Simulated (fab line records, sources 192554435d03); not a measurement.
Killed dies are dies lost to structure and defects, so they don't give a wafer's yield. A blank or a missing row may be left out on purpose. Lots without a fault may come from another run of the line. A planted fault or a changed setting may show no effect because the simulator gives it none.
Split-lot experiment | flow n5_finfet | 7 lots, 21 wafers read, on a route of 1938 steps

THE SPLIT
At N5_BEOL_M1_COAT_05 (resist thk 30 nm), the setting spin_rpm was moved away from the recipe's 1500 rpm on 7 of the 21 wafers read, by -8.8% to +10.6%. The other wafers ran this setting at the recipe's value.

The reading is taken at the split's own step.

THE READING
CAR-EUV_of_BEOL_M1_COAT_05.thk_nm (the simulator's own value, which no gauge read), in nm, at N5_BEOL_M1_COAT_05 (resist thk 30 nm). The file gives no usual value for it. The 14 wafers here that ran the recipe average 29.9 nm, standard deviation 0.09 nm.

wafer  | tool, chamber at the split | spin_rpm as run, rpm | against the recipe | CAR-EUV_of_BEOL_M1_COAT_05.thk_nm, nm | against lot-mates on the recipe
L076.2 | litho_track-02, 0          | 1500                 | recipe             | 30                                    | -
L076.4 | litho_track-02, 0          | 1500                 | recipe             | 30                                    | -
L076.3 | litho_track-02, 0          | 1368                 | -8.8%              | 31.4                                  | +1.4
L081.2 | litho_track-03, 0          | 1500                 | recipe             | 30                                    | -
L081.4 | litho_track-03, 0          | 1598                 | +6.5%              | 29.2                                  | -0.8
L081.5 | litho_track-03, 0          | 1598                 | +6.5%              | 29                                    | -1.0
L080.1 | litho_track-02, 0          | 1500                 | recipe             | 30                                    | -
L080.4 | litho_track-02, 0          | 1500                 | recipe             | 30                                    | -
L080.6 | litho_track-02, 0          | 1500                 | recipe             | 30                                    | -
L082.1 | litho_track-03, 0          | 1659                 | +10.6%             | 28.6                                  | -1.4
L082.6 | litho_track-03, 0          | 1659                 | +10.6%             | 28.6                                  | -1.4
L082.2 | litho_track-03, 0          | 1500                 | recipe             | 30                                    | -
L088.2 | litho_track-04, 0          | 1500                 | recipe             | 29.8                                  | -
L088.5 | litho_track-04, 0          | 1373                 | -8.5%              | 31.2                                  | +1.3
L088.6 | litho_track-04, 0          | 1500                 | recipe             | 30                                    | -
L095.2 | litho_track-03, 0          | 1500                 | recipe             | 29.8                                  | -
L095.3 | litho_track-03, 0          | 1500                 | recipe             | 29.8                                  | -
L095.4 | litho_track-03, 0          | 1500                 | recipe             | 30                                    | -
L097.2 | litho_track-04, 0          | 1500                 | recipe             | 30                                    | -
L097.4 | litho_track-04, 0          | 1500                 | recipe             | 29.8                                  | -
L097.5 | litho_track-04, 0          | 1650                 | +10.0%             | 28.6                                  | -1.3

THE FIT
A straight line over all 21 wafers: CAR-EUV_of_BEOL_M1_COAT_05.thk_nm changes by -0.138 nm for each +1% of spin_rpm; r = -0.99; the points scatter about the line by 0.11 nm.
The same after taking each lot's own level away (the mean of its wafers on the recipe; 21 wafers): -0.14 nm for each +1%; r = -0.99; scatter 0.085 nm.
On that fit, the largest move of spin_rpm shifts the reading by 1.5 nm.
The lots' own levels span 29.87 to 30.00 nm, that is 1.5 times the standard deviation above.
So the lot-to-lot level changes the slope little: the two slopes agree.
Check: with one of the wafers moved furthest among these (+10.6%) left out of the fit, the line predicts -1.48 nm for it against its lot-mates. It came out at -1.4 nm against them.

OTHER SPLITS ON THESE WAFERS
These wafers also went through other splits before the reading. Each is held against what the fit with the lots' levels taken away leaves over:
other split on the same wafers | wafers away from the commonest value | r with CAR-EUV_of_BEOL_M1_COAT_05.thk_nm (lot level and that fit taken away)
N5_BEOL_M1_COAT_61 spin_rpm    | 7                                    | +0.26

THE FILE'S OWN FIT
CAR-EUV_of_BEOL_M1_COAT_05.thk_nm changes by -0.141 nm for each +1% of spin_rpm, r = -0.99.
